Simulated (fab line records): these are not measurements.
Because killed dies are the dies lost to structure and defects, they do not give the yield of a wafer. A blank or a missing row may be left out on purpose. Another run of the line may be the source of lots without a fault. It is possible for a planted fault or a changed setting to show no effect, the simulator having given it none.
Struck lot and sound lot, side by side :: flow nand_harc :: 36 steps out of a route of 1159
Sound: these wafers, L328.1, L328.4, L328.6. The struck wafers were L337.3, L337.4, L337.5. The cause is given at the end.
For every step that has rows: the tool of each side, followed by ch and its chambers, followed by its first start. Under that, the readings that differ: sound wafers :: struck wafers :: difference of the means :: sigmas: that difference in standard deviations of wafers without a fault.
alike: a reading whose means differ by less than 2 such deviations, as well as words and numbers matching on both sides. not compared: withheld readings; readings where some wafer has no value; bounds like >300 that might hide an equal value; numbers whose values overlap and for which the record gives no deviation.
A row with sigmas, a row that says differs or no value, or rows on one side alone: a step with any of these is where the two part. Non-overlapping numbers with no deviation appear without sigmas and do not part them. Lack of a reading on every wafer of one side parts them only where that side has two or more wafers.

first, 11 steps without rows for these wafers: NHARC_A_CONTACT_DESCUM_13 (chemistry O2, time 3 s); NHARC_A_CONTACT_ETCH_88 (etches the open film in CF4, target depth 39 nm, time 65 s); NHARC_A_CONTACT_ETCH_89 (etches the open film in N2/H2, target depth 260 nm, time 475.3 s); NHARC_A_CONTACT_ETCH_30 (etches the open film in CF4/CHF3, target depth 60.5 nm, time 30.2 s); NHARC_A_CONTACT_ETCH_31 (etches the open film in O2/COS, target depth 2000 nm, time 520 s); NHARC_A_CONTACT_ETCH_134 (etches the open film in C4F8/O2/Ar, time 140 s, target depth 700 nm); NHARC_A_CONTACT_ETCH_135 (etches the open film in C4F8/O2/Ar, time 132 s, target depth 1287 nm); NHARC_A_CONTACT_ETCH_136 (etches the open film in C4F8/O2/Ar, time 132 s, target depth 1287 nm); NHARC_A_CONTACT_ETCH_137 (etches the open film in C4F8/O2/Ar, time 132 s, target depth 1287 nm); NHARC_A_CONTACT_ETCH_138 (etches the open film in C4F8/O2/Ar, time 132 s, target depth 1289 nm); NHARC_A_CONTACT_ETCH_139 (etches the open film in C4F8/O2/Ar, time 137 s, target depth 590 nm).
NHARC_A_CONTACT_ETCH_92: etches the open film in CH3F/O2, target depth 40 nm, time 85.7 s.
  sound on rie_diel-12 ch 0,2, day 19 00:36; struck on rie_diel-12 ch 0,1,2, day 21 10:28
  alike: chamber_pressure_mTorr, drypump_motor_current_A, oes_product_au, rf_vpp_V, showerhead_plenum_p_Torr, throttle_valve_pct
  not compared: rf_hours_counter_h
then, 23 steps without rows for these wafers: NHARC_A_CONTACT_ETCH_98 (etches the open film in C4F6/O2, target depth 20 nm, time 10 s); NHARC_A_CONTACT_STRIP_107 (strips in N2/H2); NHARC_A_CONTACT_STRIP_108 (strips in CF4/CHF3); NHARC_A_CONTACT_STRIP_109 (strips in O2/COS); NHARC_A_CONTACT_ETCH_110 (etches the open film in CF4/O2, target depth 50 nm, overetch 5 nm, time 27.5 s); NHARC_A_CONTACT_STRIP_26 (strips in O2); NHARC_A_CONTACT_STRIP_27 (strips in post etch residue remover, time 600 s); NHARC_A_CONTACT_ALD_18 (deposits TiN, target thk 3 nm, pulse time 1 s, ald cycles 150); NHARC_A_CONTACT_CVD_19 (deposits W, target thk 300 nm, time 802 s); NHARC_A_CONTACT_CMP_20 (polishes, t overpolish 30 s, target thk 300 nm); NHARC_A_CONTACT_SRD_22; NHARC_A_BLC_DEHYDRATE_00 (time 120 s); NHARC_A_BLC_HMDS_01 (time 30 s); NHARC_A_BLC_COAT_02 (time 75 s); NHARC_A_BLC_COAT_03 (time 65 s); NHARC_A_BLC_COAT_04 (resist thk 90 nm); NHARC_A_BLC_SOFTBAKE_05 (time 55 s); NHARC_A_BLC_EBR_06; NHARC_A_BLC_EXPOSE_07 (exposes mask A BLC, target cd 100 nm); NHARC_A_BLC_PEB_08 (peb time 65 s); NHARC_A_BLC_DEVELOP_09 (develop time 35 s); NHARC_A_BLC_DESCUM_15 (chemistry O2, time 3 s); NHARC_A_BLC_ETCH_16 (etches the open film in CF4, target depth 39 nm, time 65 s).
-- break in the record here, with 2 days between the starts of the struck wafers on either side (left off in module A_BLC, picked up again in module END, where the first step shown is number 1159 on the route) --
NHARC_END_SORT_01:
  sound on prober-02 ch 0, day 21 05:41; struck on prober-01 ch 0, day 23 17:32
reading: killed_at_array
sound: 18 11 13
struck: 44 122 118
difference: +81
sigmas: +8

reading: killed_dies
sound: 21 13 14
struck: 49 124 121
difference: +82
sigmas: +8
  alike: killed_at_other, killed_at_periphery, killed_open, killed_short

## WHERE THEY PART
At NHARC_END_SORT_01 and nowhere else, as far as this record goes.

WHY: what the simulator had put in
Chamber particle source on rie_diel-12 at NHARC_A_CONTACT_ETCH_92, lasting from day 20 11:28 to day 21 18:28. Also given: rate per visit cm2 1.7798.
